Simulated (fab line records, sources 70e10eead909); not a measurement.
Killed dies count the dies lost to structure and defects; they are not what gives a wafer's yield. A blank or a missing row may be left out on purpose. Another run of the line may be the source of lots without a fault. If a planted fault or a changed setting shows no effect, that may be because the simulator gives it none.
fab line records	flow nand_harc	part 1 of 2: steps 1 to 4 of 6
record lots=21	wafers=63	last_day=24
route steps=1159 shown A_STAIRCASE@550
lots that met no fault: taken from a fault-free run of the same line
start_h: hours from the record's first day to the start of the lot's first wafer shown	wait_h: hours elapsed since this lot's preceding step	" same as the row above	L1.1+2: one row covering several wafers at once	- either no value or no given start	* or withheld: withheld	< > ~ a bound
route shown NAME@n: names a module that has steps shown in the file, with the first one's number in the route	usual: mean and standard deviation over wafers with no fault	same: alike in all rows	chamber/n: place in a boat	sites: readings site by site	_std_site: how widely they spread, as a standard deviation	_edge_site: inner sites' mean taken away from outer sites' mean	radius_mm: how far each site lies from the wafer's centre	mask NAME#n: copy n	behind: the tool/chamber that last shaped the wafer	hold: the reason the lot was held/the length of the hold in hours/how it ended	device: the n, p or np transistor that did not switch	end of line: the route-end tests of the same wafers	a step given without rows: its recipe and nothing more	killed: at the first sort, the dies lost to defects and structure; wafer yield is something else	map: a wafer's dies, marking killed ones x, the rest . and places with no die _
set.NAME: the setting the step ran with; set.NAME@STEP: the setting that earlier step ran with	model.NAME: the simulator's own value behind a step, which no gauge read
steps of the route over a sample of lots; a table a step, a row a wafer
services: a tool's chamber out of use, with start hour (start_h, from the record's first day; less than 0 if before it), hours out, and reason
## steps
# step NHARC_A_STAIRCASE_TRIM_14
# recipe time_s=211.2	o2_flow_sccm=500	ar_flow_sccm=0	bias_w=0	chemistry=O2
# usual drypump_motor_current_A=5.7/0.35	oes_product_au=1.003/0.011	rf_vpp_V=57.8/0.99	showerhead_plenum_p_Torr=3.52/0.19	throttle_valve_pct=17.037/0.0076
# same bias_w=0
lot.wafer	tool	chamber	start_h	wait_h	drypump_motor_current_A	oes_product_au	rf_hours_counter_h	rf_vpp_V	showerhead_plenum_p_Torr	throttle_valve_pct
L075.2	rie_diel-02	0	-	-	5.8	0.999	29	57.1	3.54	17.048
L075.3	"	1	"	"	5.6	0.982	31	59.0	3.56	17.041
L075.4	"	2	"	"	5.9	0.983	30	57.2	3.79	17.035
L074.1	rie_diel-02	1	-	-	5.6	0.975	31	58.3	3.56	17.033
L074.6	"	2	"	"	5.9	0.998	-	58.9	3.79	17.034
L074.5	"	3	"	"	5.6	1.001	-	56.6	3.36	17.040
L076.4	rie_diel-09	2	-	-	5.6	1.011	60	57.7	3.57	17.032
L076.3	"	1	"	"	5.2	1.005	62	57.4	3.69	17.038
L076.5	"	3	"	"	6.2	1.014	-	57.4	3.77	17.027
L079.4	rie_diel-03	2	-	-	5.3	1.004	14	57.3	3.80	17.042
L079.6	"	1	"	"	5.7	1.003	-	58.6	3.30	17.017
L079.5	"	2	"	"	5.3	1.000	-	56.8	3.80	17.034
L078.2	rie_diel-02	2	-	-	5.9	1.008	36	58.8	3.79	17.031
L078.6	"	0	"	"	5.8	1.021	-	58.8	3.54	17.033
L078.5	"	1	"	"	5.6	0.981	-	57.5	3.56	17.030
L081.1	rie_diel-09	2	-	-	5.6	1.014	3	58.0	3.57	17.033
L081.4	"	3	"	"	6.2	0.996	3	58.2	3.77	17.041
L081.3	"	0	"	"	5.6	1.020	2	57.6	3.36	17.040
L080.2	rie_diel-09	2	-	-	5.6	1.015	3	58.2	3.57	17.037
L080.6	"	3	"	"	6.2	1.009	-	58.4	3.77	17.055
L080.5	"	0	"	"	5.6	1.011	-	57.9	3.36	17.049
L082.2	rie_diel-03	2	-	-	5.3	1.005	25	59.6	3.79	17.035
L082.6	"	0	"	"	5.3	1.007	-	57.6	3.41	17.030
L082.5	"	1	"	"	5.8	1.018	-	56.7	3.29	17.036
L083.1	rie_diel-09	0	-	-	5.5	1.008	10	56.3	3.36	17.023
L083.4	"	1	"	"	5.2	0.989	8	55.8	3.69	17.038
L083.6	"	0	"	"	5.5	1.009	-	57.5	3.36	17.051
L084.4	rie_diel-03	1	-	-	5.8	1.019	28	56.7	3.29	17.045
L084.6	"	2	"	"	5.3	0.994	-	58.6	3.79	17.036
L084.5	"	3	"	"	6.2	1.000	-	56.3	3.32	17.026
L085.3	rie_diel-09	1	-	-	5.2	0.992	16	58.1	3.68	17.032
L085.2	"	2	"	"	5.6	1.018	19	59.2	3.56	17.026
L085.5	"	0	"	"	5.5	1.016	-	57.0	3.35	17.033
L086.1	rie_diel-03	2	-	-	5.3	1.013	32	59.1	3.79	17.030
L086.3	"	3	"	"	6.2	1.005	32	57.3	3.32	17.031
L086.2	"	0	"	"	5.3	1.025	31	57.6	3.40	17.031
L088.1	rie_diel-03	2	-	-	5.3	1.000	34	57.0	3.79	17.034
L088.6	"	1	"	"	5.7	1.001	-	57.9	3.29	17.023
L088.5	"	2	"	"	5.3	0.999	-	59.6	3.79	17.029
L087.4	rie_diel-09	2	-	-	5.6	1.007	21	59.1	3.56	17.043
L087.1	"	0	"	"	5.6	1.001	21	56.9	3.35	17.041
L087.5	"	2	"	"	5.6	1.012	-	57.4	3.56	17.038
L090.3	rie_diel-09	0	-	-	5.6	1.012	29	58.4	3.35	17.042
L090.6	"	3	"	"	6.2	1.006	-	57.7	3.75	17.042
L090.5	"	0	"	"	5.6	1.011	-	58.5	3.35	17.029
L089.2	rie_diel-03	3	-	-	6.2	0.995	42	57.1	3.31	17.038
L089.1	"	0	"	"	5.2	1.018	40	57.2	3.40	17.039
L089.5	"	1	"	"	5.7	1.008	-	56.9	3.28	17.042
L092.3	rie_diel-03	3	-	-	6.2	1.007	45	57.1	3.31	17.029
L092.2	"	2	"	"	5.3	1.006	44	58.0	3.78	17.034
L092.6	"	3	"	"	6.3	0.991	-	56.7	3.31	17.038
L091.1	rie_diel-09	2	-	-	5.6	1.009	30	58.0	3.55	17.047
L091.4	"	3	"	"	6.2	1.008	33	57.9	3.75	17.040
L091.6	"	0	"	"	5.6	0.994	-	56.0	3.35	17.040
L093.4	rie_diel-02	0	-	-	5.8	1.021	3	58.6	3.53	17.024
L093.3	"	1	"	"	5.6	0.993	3	56.1	3.54	17.044
L093.6	"	0	"	"	5.8	1.014	-	57.7	3.53	17.029
L094.1	rie_diel-09	2	-	-	5.6	1.014	36	57.9	3.55	17.037
L094.3	"	3	"	"	6.2	0.998	39	58.2	3.75	17.045
L094.4	"	0	"	"	5.6	1.014	38	58.6	3.34	17.043
L095.4	rie_diel-03	1	-	-	5.7	0.995	53	57.5	3.28	17.034
L095.2	"	2	"	"	5.3	0.993	54	58.9	3.78	17.040
L095.5	"	0	"	"	5.2	1.007	-	57.2	3.39	17.038
# step NHARC_A_STAIRCASE_TRIM_191
# recipe time_s=211.2	o2_flow_sccm=500	ar_flow_sccm=0	bias_w=0	chemistry=O2
# usual drypump_motor_current_A=5.7/0.32	oes_product_au=1.002/0.011	rf_vpp_V=57.8/0.81	showerhead_plenum_p_Torr=3.52/0.17	throttle_valve_pct=17.036/0.0092
# same bias_w=0
lot.wafer	tool	chamber	start_h	wait_h	drypump_motor_current_A	oes_product_au	rf_hours_counter_h	rf_vpp_V	showerhead_plenum_p_Torr	throttle_valve_pct
L075.2	rie_diel-09	3	-	-	6.2	1.008	59	58.1	3.77	17.031
L075.4	"	1	"	"	5.2	0.999	60	57.9	3.70	17.039
L075.3	"	2	"	"	5.6	1.002	58	58.1	3.57	17.017
L074.1	rie_diel-03	1	-	-	5.7	0.996	6	56.8	3.30	17.050
L074.6	"	2	"	"	5.3	1.007	-	58.0	3.80	17.042
L074.5	"	3	"	"	6.2	0.993	-	57.3	3.33	17.021
L076.3	rie_diel-02	3	-	-	5.6	1.000	36	57.0	3.35	17.042
L076.5	"	0	"	"	5.8	1.008	-	57.3	3.54	17.028
L076.4	"	1	"	"	5.6	0.988	-	58.2	3.56	17.034
L079.4	rie_diel-02	0	-	-	5.8	1.008	40	57.8	3.54	17.033
L079.6	"	0	"	"	5.8	1.011	-	57.8	3.54	17.021
L079.5	"	1	"	"	5.6	0.987	-	58.4	3.56	17.040
L078.2	rie_diel-02	1	-	-	5.6	0.984	42	58.2	3.56	17.022
L078.6	"	0	"	"	5.8	0.997	-	58.2	3.54	17.038
L078.5	"	1	"	"	5.6	0.984	-	57.3	3.56	17.016
L081.4	rie_diel-03	2	-	-	5.3	1.009	19	57.6	3.80	17.027
L081.1	"	3	"	"	6.3	1.001	19	56.8	3.32	17.033
L081.3	"	0	"	"	5.2	1.017	19	56.3	3.41	17.038
L080.2	rie_diel-03	1	-	-	5.7	1.010	19	57.8	3.29	17.039
L080.5	"	3	"	"	6.2	0.999	-	59.5	3.32	17.048
L080.6	"	0	"	"	5.3	1.023	-	58.1	3.41	17.039
L083.1	rie_diel-09	1	-	-	5.2	0.985	10	56.4	3.69	17.038
L083.4	"	0	"	"	5.6	1.010	11	58.3	3.36	17.045
L083.6	"	1	"	"	5.2	0.988	-	58.5	3.69	17.032
L082.2	rie_diel-03	2	-	-	5.3	1.005	27	57.4	3.79	17.053
L082.5	"	3	"	"	6.2	1.001	-	57.5	3.32	17.028
L082.6	"	0	"	"	5.2	1.003	-	57.7	3.40	17.029
L084.4	rie_diel-03	0	-	-	5.3	1.003	30	58.5	3.40	17.029
L084.6	"	3	"	"	6.2	1.014	-	57.8	3.32	17.019
L084.5	"	0	"	"	5.3	1.018	-	55.9	3.40	17.033
L085.3	rie_diel-02	3	-	-	5.6	0.993	54	56.9	3.34	17.034
L085.2	"	0	"	"	5.8	1.018	55	58.7	3.53	17.040
L085.5	"	3	"	"	5.6	0.994	-	58.4	3.34	17.033
L086.2	rie_diel-02	2	-	-	5.9	0.988	56	58.3	3.78	17.049
L086.3	"	3	"	"	5.6	1.000	54	56.9	3.34	17.055
L086.1	"	1	"	"	5.6	0.973	59	57.9	3.55	17.028
L088.1	rie_diel-09	0	-	-	5.6	1.006	22	56.6	3.35	17.027
L088.5	"	3	"	"	6.2	1.001	-	58.4	3.76	17.036
L088.6	"	0	"	"	5.6	1.004	-	57.2	3.35	17.054
L087.4	rie_diel-02	0	-	-	5.8	1.002	57	56.6	3.53	17.030
L087.1	"	2	"	"	5.9	0.986	58	58.5	3.77	17.034
L087.5	"	0	"	"	5.8	1.008	-	57.8	3.53	17.033
L090.3	rie_diel-03	2	-	-	5.3	1.005	43	57.2	3.78	17.055
L090.5	"	0	"	"	5.2	1.017	-	58.5	3.40	17.031
L090.6	"	1	"	"	5.7	1.002	-	57.1	3.28	17.041
L089.1	rie_diel-09	3	-	-	6.2	1.009	32	59.0	3.75	17.027
L089.2	"	1	"	"	5.2	0.988	26	57.3	3.68	17.053
L089.5	"	3	"	"	6.2	1.003	-	58.8	3.75	17.020
L091.4	rie_diel-09	2	-	-	5.6	1.005	32	56.6	3.55	17.041
L091.1	"	3	"	"	6.2	1.011	35	58.8	3.75	17.036
L091.6	"	0	"	"	5.5	1.005	-	58.3	3.34	17.031
L092.2	rie_diel-03	1	-	-	5.7	1.004	45	57.8	3.28	17.043
L092.3	"	2	"	"	5.3	0.996	47	59.2	3.78	17.040
L092.6	"	1	"	"	5.7	0.996	-	57.0	3.28	17.031
L093.3	rie_diel-02	0	-	-	5.8	1.009	4	58.8	3.53	17.032
L093.4	"	2	"	"	5.9	0.985	4	58.7	3.77	17.043
L093.6	"	0	"	"	5.8	1.000	-	57.6	3.53	17.037
L094.1	rie_diel-02	1	-	-	5.6	0.993	7	57.8	3.54	17.025
L094.4	"	2	"	"	5.9	0.992	6	59.2	3.77	17.027
L094.3	"	3	"	"	5.5	0.994	7	57.8	3.34	17.038
L095.2	rie_diel-09	2	-	-	5.6	1.007	42	57.4	3.55	17.021
L095.4	"	3	"	"	6.2	1.007	44	58.9	3.75	17.045
L095.5	"	3	"	"	6.2	1.009	-	57.5	3.75	17.040
# step NHARC_A_STAIRCASE_TRIM_220
# recipe time_s=211.2	o2_flow_sccm=500	ar_flow_sccm=0	bias_w=0	chemistry=O2
# usual drypump_motor_current_A=5.7/0.34	oes_product_au=1.003/0.01	rf_vpp_V=57.7/0.95	showerhead_plenum_p_Torr=3.52/0.19	throttle_valve_pct=17.036/0.0091
# same bias_w=0
lot.wafer	tool	chamber	start_h	wait_h	drypump_motor_current_A	oes_product_au	rf_hours_counter_h	rf_vpp_V	showerhead_plenum_p_Torr	throttle_valve_pct
L075.4	rie_diel-02	3	240.46	0.1	5.6	0.993	31	56.4	3.35	17.029
L075.2	"	0	"	"	5.8	1.013	32	57.2	3.54	17.042
L075.3	"	1	"	"	5.6	0.991	33	58.6	3.56	17.018
L074.1	rie_diel-03	2	240.95	0.1	5.3	1.008	7	56.8	3.80	17.054
L074.5	"	0	"	"	5.2	1.008	-	57.9	3.42	17.040
L074.6	"	1	"	"	5.7	1.010	-	57.2	3.30	17.055
L076.3	rie_diel-03	3	261.37	0.1	6.2	1.000	13	58.1	3.33	17.032
L076.4	"	0	"	"	5.3	1.018	13	58.7	3.41	17.036
L076.5	"	2	"	"	5.3	0.993	-	60.1	3.80	17.032
L079.4	rie_diel-02	2	269.53	0.1	5.9	0.993	41	57.8	3.78	17.031
L079.5	"	2	"	"	5.9	0.994	-	57.7	3.78	17.031
L079.6	"	3	"	"	5.6	1.004	-	56.7	3.35	17.049
L078.2	rie_diel-09	1	270.03	0.2	5.2	0.982	3	58.2	3.69	17.021
L078.6	"	2	"	"	5.6	1.002	-	59.3	3.57	17.033
L078.5	"	3	"	"	6.2	0.999	-	60.1	3.77	17.038
L081.1	rie_diel-03	0	274.57	0.1	5.3	1.021	20	58.3	3.41	17.030
L081.4	"	1	"	"	5.7	0.999	19	57.8	3.29	17.042
L081.3	"	2	"	"	5.3	1.001	20	58.9	3.80	17.020
L080.2	rie_diel-09	3	275.39	0.1	6.2	0.997	7	56.8	3.77	17.039
L080.6	"	0	"	"	5.6	1.009	-	56.1	3.36	17.028
L080.5	"	1	"	"	5.2	0.968	-	56.4	3.69	17.037
L083.4	rie_diel-03	1	291.99	0.1	5.7	0.999	27	56.6	3.29	17.028
L083.1	"	3	"	"	6.3	1.003	28	56.5	3.32	17.038
L083.6	"	2	"	"	5.3	1.006	-	57.6	3.79	17.038
L082.2	rie_diel-02	3	292.84	0.1	5.6	1.001	48	57.5	3.35	17.047
L082.6	"	1	"	"	5.6	0.993	-	58.8	3.55	17.031
L082.5	"	2	"	"	5.9	0.997	-	58.1	3.78	17.042
L084.4	rie_diel-03	1	310.36	0.1	5.8	0.998	30	57.8	3.29	17.046
L084.5	"	2	"	"	5.3	1.006	-	59.1	3.79	17.027
L084.6	"	3	"	"	6.3	0.998	-	55.8	3.32	17.036
L085.3	rie_diel-09	2	320.20	0.1	5.6	1.012	22	58.2	3.56	17.034
L085.2	"	0	"	"	5.5	1.019	22	57.6	3.35	17.013
L085.5	"	1	"	"	5.2	1.006	-	57.0	3.68	17.015
L086.1	rie_diel-03	3	320.44	0.1	6.2	1.005	36	56.9	3.32	17.050
L086.3	"	1	"	"	5.7	1.015	35	56.0	3.29	17.029
L086.2	"	2	"	"	5.3	1.002	35	58.0	3.79	17.042
L088.1	rie_diel-02	1	325.93	0.1	5.6	0.991	62	56.9	3.54	17.022
L088.6	"	3	"	"	5.6	1.000	-	56.7	3.34	17.051
L088.5	"	0	"	"	5.8	1.022	-	58.1	3.53	17.028
L087.4	rie_diel-09	3	326.22	0.1	6.2	1.006	27	57.7	3.76	17.031
L087.1	"	0	"	"	5.6	1.001	24	57.4	3.35	17.033
L087.5	"	0	"	"	5.5	1.004	-	57.6	3.35	17.036
L090.3	rie_diel-02	0	340.11	0.1	5.8	1.004	1	58.1	3.53	17.043
L090.5	"	3	"	"	5.6	1.003	-	58.5	3.34	17.040
L090.6	"	0	"	"	5.8	1.010	-	57.3	3.53	17.040
L089.2	rie_diel-09	3	341.35	0.3	6.2	0.998	34	58.3	3.75	17.030
L089.1	"	0	"	"	5.5	1.013	33	56.7	3.35	17.026
L089.5	"	3	"	"	6.2	1.001	-	57.4	3.75	17.040
L091.4	rie_diel-03	1	347.05	0.1	5.7	0.999	46	56.9	3.28	17.043
L091.1	"	3	"	"	6.2	1.001	48	56.9	3.31	17.023
L091.6	"	2	"	"	5.3	1.001	-	60.6	3.78	17.036
L092.2	rie_diel-09	2	347.21	0.1	5.6	1.007	33	57.4	3.55	17.025
L092.3	"	1	"	"	5.2	0.997	31	57.6	3.68	17.043
L092.6	"	3	"	"	6.2	1.007	-	59.6	3.75	17.031
L093.3	rie_diel-09	2	352.29	0.1	5.6	1.005	35	57.5	3.55	17.021
L093.4	"	3	"	"	6.2	1.015	38	59.7	3.75	17.036
L093.6	"	1	"	"	5.2	1.002	-	59.0	3.67	17.039
L094.1	rie_diel-03	3	361.69	0.1	6.2	0.997	53	57.8	3.31	17.040
L094.3	"	0	"	"	5.3	1.003	51	58.5	3.39	17.027
L094.4	"	1	"	"	5.7	0.994	51	56.7	3.28	17.032
L095.2	rie_diel-02	3	374.72	0.1	5.5	1.016	12	57.3	3.33	17.030
L095.4	"	0	"	"	5.8	1.002	13	57.3	3.52	17.036
L095.5	"	1	"	"	5.6	0.983	-	56.8	3.54	17.037
# step NHARC_A_STAIRCASE_TRIM_224
# recipe time_s=211.2	o2_flow_sccm=500	ar_flow_sccm=0	bias_w=0	chemistry=O2
# usual drypump_motor_current_A=5.6/0.33	oes_product_au=1.002/0.01	rf_vpp_V=57.7/0.88	showerhead_plenum_p_Torr=3.51/0.18	throttle_valve_pct=17.037/0.0094
# same bias_w=0
lot.wafer	tool	chamber	start_h	wait_h	drypump_motor_current_A	oes_product_au	rf_hours_counter_h	rf_vpp_V	showerhead_plenum_p_Torr	throttle_valve_pct
L075.2	rie_diel-02	2	-	-	5.9	0.995	33	58.8	3.79	17.025
L075.3	"	0	"	"	5.8	0.997	32	56.2	3.54	17.035
L075.4	"	1	"	"	5.6	0.979	34	57.0	3.56	17.038
L074.1	rie_diel-03	0	-	-	5.3	1.017	6	58.0	3.42	17.034
L074.6	"	1	"	"	5.7	1.008	-	57.2	3.30	17.036
L074.5	"	2	"	"	5.3	1.007	-	57.0	3.80	17.029
L076.3	rie_diel-03	0	-	-	5.2	1.007	13	58.2	3.41	17.053
L076.4	"	2	"	"	5.3	1.006	14	59.1	3.80	17.054
L076.5	"	1	"	"	5.7	1.015	-	57.3	3.30	17.029
L079.4	rie_diel-02	2	-	-	5.9	0.993	42	59.4	3.78	17.028
L079.5	"	0	"	"	5.8	0.997	-	57.8	3.54	17.028
L079.6	"	1	"	"	5.7	0.978	-	57.2	3.55	17.045
L078.2	rie_diel-09	3	-	-	6.2	0.998	6	58.2	3.77	17.027
L078.5	"	0	"	"	5.6	1.005	-	57.9	3.36	17.045
L078.6	"	1	"	"	5.2	0.981	-	58.7	3.69	17.032
L081.3	rie_diel-03	1	-	-	5.7	0.999	20	57.4	3.29	17.043
L081.4	"	3	"	"	6.2	1.004	21	57.7	3.32	17.028
L081.1	"	0	"	"	5.2	1.015	20	57.3	3.41	17.047
L080.2	rie_diel-09	3	-	-	6.2	0.996	7	58.4	3.77	17.039
L080.5	"	0	"	"	5.6	1.008	-	57.6	3.36	17.060
L080.6	"	1	"	"	5.2	0.974	-	57.5	3.69	17.034
L083.1	rie_diel-03	3	-	-	6.2	1.003	28	56.4	3.32	17.033
L083.4	"	2	"	"	5.3	1.002	28	59.3	3.79	17.034
L083.6	"	3	"	"	6.2	1.002	-	57.4	3.32	17.035
L082.2	rie_diel-02	2	-	-	5.9	0.988	50	57.9	3.78	17.052
L082.6	"	2	"	"	5.9	0.985	-	58.6	3.78	17.028
L082.5	"	3	"	"	5.6	0.987	-	58.5	3.34	17.026
L084.4	rie_diel-03	0	-	-	5.2	1.011	30	57.6	3.40	17.042
L084.5	"	3	"	"	6.3	1.002	-	57.2	3.32	17.053
L084.6	"	0	"	"	5.3	1.013	-	57.0	3.40	17.042
L085.3	rie_diel-09	0	-	-	5.5	1.009	22	57.3	3.35	17.052
L085.2	"	1	"	"	5.2	0.994	19	57.6	3.68	17.037
L085.5	"	1	"	"	5.2	0.998	-	58.5	3.68	17.043
L086.1	rie_diel-03	3	-	-	6.2	1.000	36	57.0	3.32	17.041
L086.2	"	0	"	"	5.2	1.008	35	58.0	3.40	17.040
L086.3	"	1	"	"	5.7	1.009	35	55.5	3.29	17.038
L088.1	rie_diel-02	3	-	-	5.5	1.009	57	57.0	3.34	17.039
L088.5	"	2	"	"	5.9	0.993	-	57.6	3.77	17.030
L088.6	"	3	"	"	5.6	1.002	-	57.2	3.34	17.038
L087.1	rie_diel-09	1	-	-	5.2	0.995	20	59.8	3.68	17.031
L087.4	"	2	"	"	5.6	1.020	24	58.4	3.56	17.041
L087.5	"	3	"	"	6.2	1.011	-	59.4	3.76	17.046
L090.3	rie_diel-02	0	-	-	5.8	1.016	1	56.8	3.53	17.040
L090.6	"	1	"	"	5.6	0.985	-	56.7	3.54	17.034
L090.5	"	2	"	"	5.9	0.994	-	56.7	3.77	17.051
L089.1	rie_diel-09	1	-	-	5.2	0.986	29	58.1	3.68	17.050
L089.2	"	3	"	"	6.2	1.006	34	58.6	3.75	17.018
L089.5	"	2	"	"	5.6	1.014	-	58.8	3.55	17.039
L091.4	rie_diel-03	1	-	-	5.7	1.013	46	57.8	3.28	17.051
L091.1	"	3	"	"	6.2	1.000	48	58.6	3.31	17.026
L091.6	"	2	"	"	5.4	1.002	-	59.0	3.78	17.039
L092.3	rie_diel-09	1	-	-	5.2	0.987	31	59.5	3.68	17.037
L092.2	"	3	"	"	6.2	1.010	36	59.1	3.75	17.047
L092.6	"	0	"	"	5.6	1.014	-	57.8	3.34	17.046
L093.4	rie_diel-09	1	-	-	5.2	1.000	33	56.8	3.67	17.045
L093.3	"	0	"	"	5.6	1.022	37	57.5	3.34	17.043
L093.6	"	1	"	"	5.2	1.001	-	57.1	3.67	17.044
L094.1	rie_diel-03	0	-	-	5.2	1.016	52	57.3	3.39	17.033
L094.4	"	2	"	"	5.3	1.002	53	57.6	3.78	17.032
L094.3	"	3	"	"	6.2	0.989	53	56.7	3.31	17.035
L095.4	rie_diel-02	3	-	-	5.6	0.996	12	57.9	3.33	17.011
L095.2	"	2	"	"	5.9	1.004	13	57.8	3.77	17.031
L095.5	"	0	"	"	5.8	1.012	-	57.9	3.52	17.022
